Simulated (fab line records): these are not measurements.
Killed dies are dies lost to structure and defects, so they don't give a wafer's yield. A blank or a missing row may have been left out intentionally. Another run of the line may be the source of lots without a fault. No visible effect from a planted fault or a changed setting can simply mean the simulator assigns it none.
fab line records	flow n5-finfet
record lots=7	wafers=39
route steps=1938 shown FIN_CUT@173 DUMMY_GATE@237 MOL_CONTACT_COAG@532
start-h: the number of hours between the record's first day and the start of the first shown wafer of the lot	wait-h: hours since the lot's step before	" unchanged from the row above	L1.1+2: a single row standing in for several wafers	- no value present, or no start provided	* or withheld: withheld	< > ~ a bound
route shown NAME@n: a module of which the file shows steps, and the number in the route of the first	usual: average and standard deviation across the fault-free wafers	same: alike in all rows	chamber/n: place in a boat	sites: readings site by site	_std_site: the standard deviation of these	_edge_site: the outer-site mean with the inner-site mean subtracted	radius-mm: how far each site lies from the wafer's centre	mask NAME#n: copy n	behind: the tool/chamber that last shaped the wafer	hold: the reason the lot was held/the length of the hold in hours/how it ended	device: the n, p or np transistor that did not switch	end of line: the same wafers' tests at the end of the route	where a step has no rows: the recipe by itself	killed: not the wafer's yield, but the dies lost to structure and defects at the first sort	map: a wafer's dies, marking killed ones x, the rest . and places with no die _
set.NAME: the setting that was run; set.NAME@STEP: the one run at that earlier step	model.NAME: the simulator's own value behind a step, which no gauge read
one table per step and one row per wafer, for lots whose settings were changed on purpose
## steps
# step N5_FIN_CUT_CUT_ETCH_26
# recipe chemistry=CH3F/O2	target=SiNx	target-depth-a=390	mask-material=SOC	time-s=55.7	pressure-mtorr=30	source-w=395	bias-w=73	Ar_flow_sccm=150	CH3F_flow_sccm=30	O2_flow_sccm=20	ion-energy-ev=120
lot.wafer	tool	chamber	start-h	wait-h	set.target-depth-a	model.SOC_of_FIN_CUT_COAT_18.thk-nm	model.etch.depth-nm
L075.1	rie-diel-06	0	32.29	0.0	367.6	214.8	35.86
L075.2	"	1	"	"	390	212.8	38.53
L075.3	"	3	"	"	390	212.6	39.02
L075.4	"	3	"	"	367.6	212.6	36.76
L075.5	"	1	"	"	390	213.2	38.62
L075.6	"	0	"	"	367.6	213.8	35.65
L079.1	rie-diel-06	3	56.68	0.0	343.8	214.8	33.92
L079.2	"	0	"	"	343.8	215.6	33.11
L079.3	"	1	"	"	390	213.2	37.58
L079.4	"	2	"	"	390	212.8	37.96
L079.5	"	3	"	"	343.8	215.2	33.67
L079.6	"	2	"	"	390	212.8	38.07
L083.1	rie-diel-03	3	82.36	0.0	390	211.4	38.16
L083.3	"	1	"	"	390	210.4	38.93
L083.4	"	2	"	"	390	210.2	39.37
L088.1	rie-diel-06	3	112.29	0.0	376.6	212.2	37.06
L088.2	"	1	"	"	390	211.8	37.66
L088.3	"	0	"	"	376.6	212.6	35.9
L088.4	"	2	"	"	390	212	38.11
L088.5	"	1	"	"	390	211.8	37.43
L088.6	"	2	"	"	376.6	212.4	36.94
L090.1	rie-diel-06	3	124.04	0.0	428.8	209.4	42.4
L090.2	"	0	"	"	390	212	37.48
L090.3	"	2	"	"	390	211.2	38.51
L090.4	"	1	"	"	390	211	38.04
L090.5	"	3	"	"	428.8	208.8	42.51
L090.6	"	2	"	"	428.8	209	42.74
L092.1	rie-diel-03	3	135.80	0.0	431.9	210.2	41.85
L092.2	"	1	"	"	431.9	209.2	42.75
L092.3	"	0	"	"	390	212.2	38.59
L092.4	"	0	"	"	431.9	210.2	42.95
L092.5	"	1	"	"	390	211.4	38.27
L092.6	"	3	"	"	390	212	37.81
L093.1	rie-diel-06	0	142.08	0.0	390	213.2	37.84
L093.2	"	3	"	"	390	212.6	38.23
L093.3	"	2	"	"	390	212.6	38.41
L093.4	"	3	"	"	390	212.4	38.67
L093.5	"	2	"	"	390	212.4	38.2
L093.6	"	0	"	"	390	213.4	37.84
# step N5_FIN_CUT_CUT_ETCH_15
# recipe chemistry=HBr/Cl2/O2	target=Si	target-depth-a=1000	bt-time-s=10	mask-material=SOC	time-s=42.4	ion-energy-ev=*	bias-w=*	pressure-mtorr=10	icp-w=800	HBr_flow_sccm=150	Cl2_flow_sccm=80	O2_flow_sccm=12
lot.wafer	tool	chamber	start-h	wait-h	set.time-s	model.etch.depth-nm	model.FIN_CUT.feature-depth-nm
L075.1	rie-si-06	0	32.48	0.1	50.61	115.7	115.8
L075.2	"	2	"	"	42.4	101.2	101.2
L075.3	"	3	"	"	50.61	115.9	116
L075.4	"	1	"	"	50.61	118.5	118.4
L075.5	"	3	"	"	42.4	97.14	97.2
L075.6	"	2	"	"	42.4	100.3	100.2
L079.1	rie-si-04	2	56.87	0.1	42.4	101.5	101.6
L079.2	"	3	"	"	42.4	99.22	99.2
L079.3	"	1	"	"	42.4	102.3	102.4
L079.4	"	0	"	"	42.4	98.46	98.4
L079.5	"	0	"	"	42.4	97.99	98
L079.6	"	3	"	"	42.4	99.56	99.6
L083.1	rie-si-06	1	82.56	0.1	42.4	99.41	99.4
L083.3	"	3	"	"	42.4	97.63	97.6
L083.4	"	2	"	"	42.4	102.2	102.2
L088.1	rie-si-04	3	112.48	0.1	36.79	85.86	85.8
L088.2	"	2	"	"	42.4	101.6	101.6
L088.3	"	1	"	"	42.4	101.9	101.8
L088.4	"	0	"	"	42.4	99.33	99.4
L088.5	"	0	"	"	36.79	85.6	85.6
L088.6	"	3	"	"	36.79	86.36	86.4
L090.1	rie-si-06	2	124.29	0.1	37.88	90.27	90.2
L090.2	"	3	"	"	42.4	99.06	99
L090.3	"	1	"	"	42.4	100.2	100.2
L090.4	"	0	"	"	37.88	87.61	87.6
L090.5	"	1	"	"	42.4	99.9	99.8
L090.6	"	0	"	"	37.88	87.63	87.6
L092.1	rie-si-04	3	136.00	0.1	42.4	99.91	100
L092.2	"	2	"	"	42.4	101.3	101.4
L092.3	"	0	"	"	42.4	99.17	99.2
L092.4	"	1	"	"	42.4	102	102
L092.5	"	0	"	"	42.4	98.78	98.8
L092.6	"	3	"	"	42.4	99.81	99.8
L093.1	rie-si-06	1	142.27	0.1	42.4	99.83	99.8
L093.2	"	0	"	"	42.4	98.6	98.6
L093.3	"	2	"	"	42.4	102.2	102.2
L093.4	"	3	"	"	42.4	99.56	99.6
L093.5	"	1	"	"	42.4	100.1	100
L093.6	"	2	"	"	42.4	102.5	102.6
# step N5_DUMMY_GATE_ETCH_37
# recipe chemistry=N2/H2	target=SOC	target-depth-a=600	overetch-a=300	temp-c=40	ion-energy-ev=200	pressure-mtorr=30	source-w=840	bias-w=150	n2-flow-sccm=200	h2-flow-sccm=200
# usual rf-vpp-V=523.0/1.8
lot.wafer	tool	chamber	start-h	wait-h	set.source-w	rf-vpp-V
L075.1	rie-diel-03	0	50.38	0.0	994.3	492.4
L075.2	"	2	"	"	840	521.3
L075.3	"	1	"	"	840	523.6
L075.4	"	3	"	"	994.3	494.6
L075.5	"	3	"	"	994.3	494.4
L075.6	"	2	"	"	840	522.0
L079.1	rie-diel-02	1	76.28	0.0	840	523.9
L079.2	"	0	"	"	840	526.9
L079.3	"	2	"	"	789.9	533.7
L079.4	"	3	"	"	840	522.2
L079.5	"	2	"	"	789.9	533.7
L079.6	"	3	"	"	789.9	534.8
L083.1	rie-diel-03	0	103.69	0.0	840	521.4
L083.3	"	1	"	"	840	523.7
L083.4	"	2	"	"	840	520.8
L088.1	rie-diel-02	2	130.77	0.0	840	520.9
L088.2	"	3	"	"	840	521.7
L088.3	"	0	"	"	840	526.4
L088.4	"	2	"	"	840	524.3
L088.5	"	3	"	"	840	522.6
L088.6	"	0	"	"	840	524.0
L090.1	rie-diel-06	3	142.95	0.0	840	519.4
L090.2	"	0	"	"	694.5	558.5
L090.3	"	2	"	"	840	522.3
L090.4	"	0	"	"	694.5	561.0
L090.5	"	3	"	"	840	519.1
L090.6	"	2	"	"	694.5	557.2
L092.1	rie-diel-06	3	154.73	0.0	840	521.8
L092.2	"	1	"	"	840	524.2
L092.3	"	0	"	"	840	525.8
L092.4	"	2	"	"	840	524.0
L092.5	"	2	"	"	840	524.0
L092.6	"	1	"	"	840	525.1
L093.1	rie-diel-06	3	160.68	0.0	966	497.9
L093.2	"	1	"	"	966	501.6
L093.3	"	0	"	"	840	526.6
L093.4	"	2	"	"	840	523.6
L093.5	"	1	"	"	966	502.6
L093.6	"	0	"	"	840	525.4
# step N5_DUMMY_GATE_ETCH_32
# recipe chemistry=CF4	target=SiO2	target-depth-a=35	time-s=3.9	ion-energy-ev=350	pressure-mtorr=10	icp-w=800	bias-w=400	cf4-flow-sccm=80
lot.wafer	tool	chamber	start-h	wait-h	set.time-s	model.etch.depth-nm
L075.1	rie-si-06	0	50.98	0.1	4.815	4.175
L075.2	"	1	"	"	3.9	3.505
L075.3	"	3	"	"	3.9	3.424
L075.4	"	2	"	"	3.9	3.622
L075.5	"	3	"	"	4.815	4.289
L075.6	"	2	"	"	4.815	4.448
L079.1	rie-si-04	2	76.81	0.1	3.9	3.615
L079.2	"	3	"	"	3.9	3.525
L079.3	"	1	"	"	3.9	3.602
L079.4	"	0	"	"	3.9	3.491
L079.5	"	2	"	"	3.9	3.634
L079.6	"	3	"	"	3.9	3.552
L083.1	rie-si-04	1	104.22	0.1	3.9	3.625
L083.3	"	3	"	"	3.9	3.506
L083.4	"	2	"	"	3.9	3.596
L088.1	rie-si-04	2	131.30	0.1	3.9	3.556
L088.2	"	3	"	"	3.9	3.465
L088.3	"	0	"	"	3.663	3.207
L088.4	"	1	"	"	3.9	3.569
L088.5	"	3	"	"	3.663	3.269
L088.6	"	2	"	"	3.663	3.372
L090.1	rie-si-06	0	143.47	0.1	4.632	4.024
L090.2	"	1	"	"	4.632	4.15
L090.3	"	2	"	"	3.9	3.598
L090.4	"	3	"	"	4.632	4.124
L090.5	"	2	"	"	3.9	3.645
L090.6	"	1	"	"	3.9	3.468
L092.1	rie-si-04	0	155.25	0.1	3.9	3.461
L092.2	"	2	"	"	3.9	3.582
L092.3	"	3	"	"	3.9	3.5
L092.4	"	3	"	"	3.9	3.489
L092.5	"	0	"	"	3.9	3.513
L092.6	"	2	"	"	3.9	3.572
L093.1	rie-si-04	0	161.36	0.1	3.9	3.451
L093.2	"	2	"	"	4.505	4.151
L093.3	"	3	"	"	3.9	3.49
L093.4	"	2	"	"	3.9	3.592
L093.5	"	3	"	"	4.505	4.025
L093.6	"	0	"	"	4.505	4.062
# step N5_MOL_CONTACT_COAG_ETCH_106
# recipe chemistry=N2/H2	target=SOC	target-depth-a=800	overetch-a=160	mask-material=SiARC	temp-c=40	time-s=120	ion-energy-ev=200	pressure-mtorr=30	source-w=840	bias-w=150	n2-flow-sccm=200	h2-flow-sccm=200
lot.wafer	tool	chamber	start-h	wait-h	set.target-depth-a	model.SiARC_of_MOL_CONTACT_COAG_COAT_104.thk-nm
L075.1	rie-diel-04	2	91.47	0.0	800	6.4
L075.2	"	1	"	"	903.5	6
L075.3+6	"	3,0	"	"	903.5	5.6
L075.4	"	0	"	"	800	6.2
L075.5	"	1	"	"	800	6.6
L079.1+4+6	rie-diel-01	3,0,3	117.77	0.0	732.9	7
L079.2	"	1	"	"	800	6.4
L079.3	"	2	"	"	800	6.6
L079.5	"	0	"	"	800	6.8
L083.1	rie-diel-05	2	145.82	0.0	800	6.6
L083.3+4	"	0,1	"	"	800	6.4
L088.1+3+4+5	rie-diel-04	2,3,0,0	171.61	0.0	800	6.2
L088.2+6	"	1	"	"	800	6.6
L090.1+5	rie-diel-05	2,3	183.24	0.0	800	6.4
L090.2	"	1	"	"	700.9	6.8
L090.3+6	"	3,2	"	"	700.9	7
L090.4	"	0	"	"	800	6.2
L092.1+4	rie-diel-01	0,3	196.16	0.0	800	6.6
L092.2+5+6	"	2,3,2	"	"	752.9	6.8
L092.3	"	1	"	"	800	6.4
L093.1+5	rie-diel-05	3	202.44	0.0	702.2	7
L093.2+6	"	1,0	"	"	800	6.2
L093.3	"	0	"	"	702.2	6.8
L093.4	"	2	"	"	800	6.4
# step N5_MOL_CONTACT_COAG_ANNEAL_112
# recipe temp-c=400	time-s=1800	ambient=HPD2	pressure-atm=10
# usual wafer_temp_C_max=401.7/0.36
lot.wafer	tool	chamber	start-h	wait-h	set.temp-c	wafer_temp_C_max
L075.1	hp-anneal-01	0	104.98	0.6	400	401.4
L075.2	"	0	"	"	400	401.8
L075.3	"	0	"	"	400	402.0
L075.4	"	0	"	"	400	401.4
L075.5	"	0	"	"	400	401.3
L075.6	"	0	"	"	400	401.1
L079.1	hp-anneal-01	0	133.78	0.0	388	389.7
L079.2	"	0	"	"	388	389.3
L079.3	"	0	"	"	388	389.3
L079.4	"	0	"	"	388	389.4
L079.5	"	0	"	"	388	389.1
L079.6	"	0	"	"	388	389.4
L083.1	hp-anneal-01	0	160.84	0.0	400	401.5
L083.3	"	0	"	"	400	401.8
L083.4	"	0	"	"	400	402.1
L088.1	hp-anneal-01	0	187.22	0.0	400	401.7
L088.2	"	0	"	"	400	401.5
L088.3	"	0	"	"	400	401.3
L088.4	"	0	"	"	400	401.4
L088.5	"	0	"	"	400	402.0
L088.6	"	0	"	"	400	401.4
L090.1	hp-anneal-01	0	195.97	0.0	400	401.9
L090.2	"	0	"	"	400	401.3
L090.3	"	0	"	"	400	401.7
L090.4	"	0	"	"	400	401.5
L090.5	"	0	"	"	400	402.0
L090.6	"	0	"	"	400	401.6
L092.1	hp-anneal-01	0	213.12	0.0	400	401.7
L092.2	"	0	"	"	400	402.1
L092.3	"	0	"	"	400	401.7
L092.4	"	0	"	"	400	401.8
L092.5	"	0	"	"	400	402.3
L092.6	"	0	"	"	400	402.2
L093.1	hp-anneal-01	0	217.01	0.0	392.8	394.5
L093.2	"	0	"	"	392.8	394.1
L093.3	"	0	"	"	392.8	394.5
L093.4	"	0	"	"	392.8	394.6
L093.5	"	0	"	"	392.8	394.4
L093.6	"	0	"	"	392.8	394.1
## key
split step=N5_FIN_CUT_CUT_ETCH_26	setting=target-depth-a	stated=390	by=wafer
response step=N5_FIN_CUT_CUT_ETCH_26	reading=model.SOC_of_FIN_CUT_COAT_18.thk-nm	change=-0.196	per=1%	r=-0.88
response step=N5_FIN_CUT_CUT_ETCH_26	reading=model.etch.depth-nm	change=+0.403	per=1%	r=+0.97
split step=N5_FIN_CUT_CUT_ETCH_15	setting=time-s	stated=42.4	by=wafer
response step=N5_FIN_CUT_CUT_ETCH_15	reading=model.etch.depth-nm	change=+0.98	per=1%	r=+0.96
response step=N5_FIN_CUT_CUT_ETCH_15	reading=model.FIN_CUT.feature-depth-nm	change=+0.981	per=1%	r=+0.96
split step=N5_DUMMY_GATE_ETCH_37	setting=source-w	stated=840	by=wafer
response step=N5_DUMMY_GATE_ETCH_37	reading=rf-vpp-V	change=-1.8	per=1%	r=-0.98
split step=N5_DUMMY_GATE_ETCH_32	setting=time-s	stated=3.9	by=wafer
response step=N5_DUMMY_GATE_ETCH_32	reading=model.etch.depth-nm	change=+0.0328	per=1%	r=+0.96
split step=N5_MOL_CONTACT_COAG_ETCH_106	setting=target-depth-a	stated=800	by=wafer
response step=N5_MOL_CONTACT_COAG_ETCH_106	reading=model.SiARC_of_MOL_CONTACT_COAG_COAT_104.thk-nm	change=-0.0506	per=1%	r=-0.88
split step=N5_MOL_CONTACT_COAG_ANNEAL_112	setting=temp-c	stated=400	by=lot
response step=N5_MOL_CONTACT_COAG_ANNEAL_112	reading=wafer_temp_C_max	change=*	per=1%	r=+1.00
